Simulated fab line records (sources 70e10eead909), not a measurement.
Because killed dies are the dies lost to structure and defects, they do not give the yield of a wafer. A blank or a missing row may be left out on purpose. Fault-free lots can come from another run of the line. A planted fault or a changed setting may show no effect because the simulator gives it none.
8D (eight disciplines) problem report, filled in by code	flow nand_harc	the parts of the form that need people (team, actions taken, sign-off) are left out

## 1. THE PROBLEM
killed_at_array at NHARC_END_SORT_01 reads a mean of 154 on 6 wafers of 2 lots; wafers without a fault read 64 with a standard deviation of 16. That is +5.6 standard deviations from the usual mean.
Earliest sighting: wafer L470.2 on prober-01 at day 28 04:12. Wafers with a number at this step in the record: 6, from 2 lots. By rule, "out" or "out of limits" means more than 4 standard deviations away from the usual mean. All remaining wafers that have a number are taken as sound.

## 2. WHAT IT IS; WHAT IT IS NOT
question	is	is not
which readings at this step	killed_at_array, killed_dies	killed_at_other, killed_at_periphery, killed_short
which lots	L470, L471	-
which wafers of those lots	all that have a number	-
read on which gauges	prober-01, prober-02	-
when	from day 28 04:12	up to then (0 sound wafers)

## 3. SUSPECTS, AND WHAT RULES EACH OUT
Counting: a tool stays on the suspect list if, at a process step up to the reading, it processed all lots that are out and no sound lot following the first of them.
- the gauge at NHARC_END_SORT_01 is ruled out. The wafers that are out were read on 2 gauges (prober-01, prober-02).
- cvd_w-02 at NHARC_A_WL_FILL_CVD_20 (deposits W, target thk 100 nm, time 74 s): kept. It ran every lot that is out, first L470 (day 24 23:25), and no sound lot after that.
- rie_diel-09 at NHARC_A_BONDPAD_ETCH_12 (etches the open film in CHF3/O2, target depth 220 nm, time 110 s): kept. It ran every lot that is out, first L470 (day 26 22:28), and no sound lot after that. With no start given for some of its lots, NHARC_A_BONDPAD_ETCH_12 uses the hours and lot order of NHARC_A_BONDPAD_DEGAS_25.
Left after counting: cvd_w-02 at NHARC_A_WL_FILL_CVD_20, rie_diel-09 at NHARC_A_BONDPAD_ETCH_12.

## 4. THE CAUSE (what the simulator had put in)
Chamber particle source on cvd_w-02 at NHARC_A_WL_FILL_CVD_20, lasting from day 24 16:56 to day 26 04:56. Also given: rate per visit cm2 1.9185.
Of the 2 suspects that counting leaves, this tool is one.

## 5. THE EFFECT CHAIN, in route order
Each row: a reading where the mean over the struck wafers with a number is more than 3 standard deviations away from the usual. Readings are gone through only where the record gives a usual standard deviation; hours: the median, over the lots, of the time from a lot's start at the first step in this table giving one to that lot's start at this step; sigmas: the change measured in usual standard deviations.
hours	step	reading	usual	on struck wafers	change	sigmas
0	NHARC_END_SORT_01	killed_at_array	64	154	+90	+5.6
0	NHARC_END_SORT_01	killed_dies	69	158	+88	+5.2

## 6. HOW IT WOULD HAVE BEEN CAUGHT EARLIER
In this record the first reading out of limits at a measuring or inspecting step was taken at day 28 04:12, 83 hours after the fault began at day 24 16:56.
No tool reading at NHARC_A_WL_FILL_CVD_20 that has a usual standard deviation in the record was out on any struck wafer, so an alarm limit of 4 standard deviations on those readings would not have fired.
Each of the lots that are out, 2 in all, had begun NHARC_A_WL_FILL_CVD_20 on cvd_w-02 no later than day 28 04:12. None of them would have been spared by holding the tool at that moment.
